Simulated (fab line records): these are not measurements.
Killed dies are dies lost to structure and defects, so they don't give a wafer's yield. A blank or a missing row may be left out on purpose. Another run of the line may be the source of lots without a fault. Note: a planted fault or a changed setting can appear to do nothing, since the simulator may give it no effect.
Split-lot study + flow n5 finfet + 7 lots, 39 wafers read, on a route of 1938 steps

THE SPLIT
At N5_BEOL_M7_ILD_DEP_00 (deposits SiCOH lowk from DEMS/porogen, target thk 179.75 nm, time 33.4 s), the setting target thk a was moved away from the recipe's 1797.5 angstrom on 18 of the 39 wafers read, by -44.2% to +40.1%. This setting was run at the recipe's value on the other wafers.

FROM THE SPLIT TO THE READING: what the file shows between them, 1 step
- N5_BEOL_M7_CURE_74: cures SiCOH lowk, time 240 s

THE READING
M7_ILD_THK (nm), taken at N5_BEOL_M7_THK_MEAS_01. A value of 156.3 nm with a standard deviation of 2 nm is what fault-free wafers of this fab line usually give.

| wafer  | tool, chamber at the split | target thk a as run, angstrom | against the recipe | M7_ILD_THK, nm | against lot-mates on the recipe |
|--------|----------------------------|-------------------------------|--------------------|----------------|---------------------------------|
| L074.1 | pecvd-01, 2                | 1487                          | -17.3%             | 125.6          | -29.9                           |
| L074.2 | pecvd-01, 1,2              | 1797.5                        | recipe             | 155.0          | -                               |
| L074.3 | pecvd-01, 0                | 1797.5                        | recipe             | 156.5          | -                               |
| L074.4 | pecvd-01, 1,2              | 1797.5                        | recipe             | 155.0          | -                               |
| L074.5 | pecvd-01, 1                | 1487                          | -17.3%             | 128.3          | -27.2                           |
| L074.6 | pecvd-01, 0                | 1487                          | -17.3%             | 129.9          | -25.6                           |
| L075.1 | pecvd-01, 2                | 2519                          | +40.1%             | 216.3          | +61.2                           |
| L075.2 | pecvd-01, 0                | 2519                          | +40.1%             | 217.1          | +62.0                           |
| L075.3 | pecvd-01, 1                | 2519                          | +40.1%             | 215.4          | +60.3                           |
| L075.4 | pecvd-01, 0                | 1797.5                        | recipe             | 156.8          | -                               |
| L075.5 | pecvd-01, 1                | 1797.5                        | recipe             | 153.4          | -                               |
| L075.6 | pecvd-01, 2                | 1797.5                        | recipe             | 155.2          | -                               |
| L076.1 | pecvd-04, 1                | 1797.5                        | recipe             | 154.5          | -                               |
| L076.2 | pecvd-04, 2                | 1435                          | -20.2%             | 124.5          | -32.2                           |
| L076.3 | pecvd-04, 0                | 1435                          | -20.2%             | 122.5          | -34.2                           |
| L076.4 | pecvd-04, 2,0              | 1797.5                        | recipe             | 157.9          | -                               |
| L076.5 | pecvd-04, 1                | 1435                          | -20.2%             | 125.1          | -31.6                           |
| L076.6 | pecvd-04, 2,0              | 1797.5                        | recipe             | 157.8          | -                               |
| L079.1 | pecvd-04, 2                | 1525                          | -15.2%             | 133.0          | -24.2                           |
| L079.2 | pecvd-04, 1                | 1797.5                        | recipe             | 154.9          | -                               |
| L079.3 | pecvd-04, 0                | 1797.5                        | recipe             | 157.7          | -                               |
| L079.4 | pecvd-04, 0                | 1525                          | -15.2%             | 136.1          | -21.1                           |
| L079.5 | pecvd-04, 2                | 1525                          | -15.2%             | 136.4          | -20.8                           |
| L079.6 | pecvd-04, 1                | 1797.5                        | recipe             | 158.9          | -                               |
| L086.1 | pecvd-03, 2,1              | 2362                          | +31.4%             | 203.7          | +46.3                           |
| L086.2 | pecvd-03, 0                | 1797.5                        | recipe             | 155.8          | -                               |
| L086.3 | pecvd-03, 2,1              | 2362                          | +31.4%             | 203.9          | +46.5                           |
| L086.4 | pecvd-03, 2                | 1797.5                        | recipe             | 156.1          | -                               |
| L086.5 | pecvd-03, 1                | 2362                          | +31.4%             | 208.4          | +51.0                           |
| L086.6 | pecvd-03, 0                | 1797.5                        | recipe             | 160.2          | -                               |
| L092.1 | pecvd-01, 0                | 1797.5                        | recipe             | 158.5          | -                               |
| L092.5 | pecvd-01, 0                | 1797.5                        | recipe             | 160.3          | -                               |
| L092.6 | pecvd-01, 1                | 1797.5                        | recipe             | 158.8          | -                               |
| L097.1 | pecvd-03, 1                | 1797.5                        | recipe             | 158.8          | -                               |
| L097.2 | pecvd-03, 2,0              | 1003                          | -44.2%             | 88.8           | -70.7                           |
| L097.3 | pecvd-03, 2,0              | 1003                          | -44.2%             | 88.8           | -70.7                           |
| L097.4 | pecvd-03, 2                | 1797.5                        | recipe             | 159.7          | -                               |
| L097.5 | pecvd-03, 0                | 1797.5                        | recipe             | 160.1          | -                               |
| L097.6 | pecvd-03, 1                | 1003                          | -44.2%             | 88.3           | -71.2                           |
Where a row lists several chambers, the file gives one row for several wafers and doesn't say which wafer went through which chamber.

THE FIT
A straight line over all 39 wafers: M7_ILD_THK changes by +1.53 nm for each +1% of target thk a; r = +1.00; the points scatter about the line by 2.2 nm.
The same after taking each lot's own level away (the mean of its wafers on the recipe; 39 wafers): +1.56 nm for each +1%; r = +1.00; scatter 1.7 nm.
On that fit, the largest move of target thk a shifts the reading by 69 nm.
Across the lots, their own levels run from 155.13 to 159.53 nm, a range of 2.2 times the standard deviation given above.
The two slopes are in agreement: the lot-to-lot level therefore moves the slope only a little.
Check: for one of the wafers moved furthest among these (-44.2%), held out of the fit, the line's prediction against its lot-mates is -69.1 nm. It came out at -70.7 nm against them.

THE WHOLE CHAIN: every reading that the file lists as answering this split, in the file's order
| step                   | what it does                                                             | reading                                                                                  | change (the file's fit)              | r (the file's) |
|------------------------|--------------------------------------------------------------------------|------------------------------------------------------------------------------------------|--------------------------------------|----------------|
| N5_BEOL_M7_ILD_DEP_00  | deposits SiCOH lowk from DEMS/porogen, target thk 179.75 nm, time 33.4 s | SiCOH_lowk_of_BEOL_M7_ILD_DEP_00.thk nm (the simulator's own value, which no gauge read) | +1.79 nm for each +1% of the setting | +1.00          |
| N5_BEOL_M7_CURE_74     | cures SiCOH lowk, time 240 s                                             | SiCOH_lowk_of_BEOL_M7_ILD_DEP_00.thk nm (the simulator's own value, which no gauge read) | +1.56 nm for each +1% of the setting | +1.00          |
| N5_BEOL_M7_THK_MEAS_01 |                                                                          | M7_ILD_THK                                                                               | +1.56 for each +1% of the setting    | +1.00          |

THE FILE'S OWN FIT
M7_ILD_THK changes by +1.56 nm for each +1% of target thk a, r = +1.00.
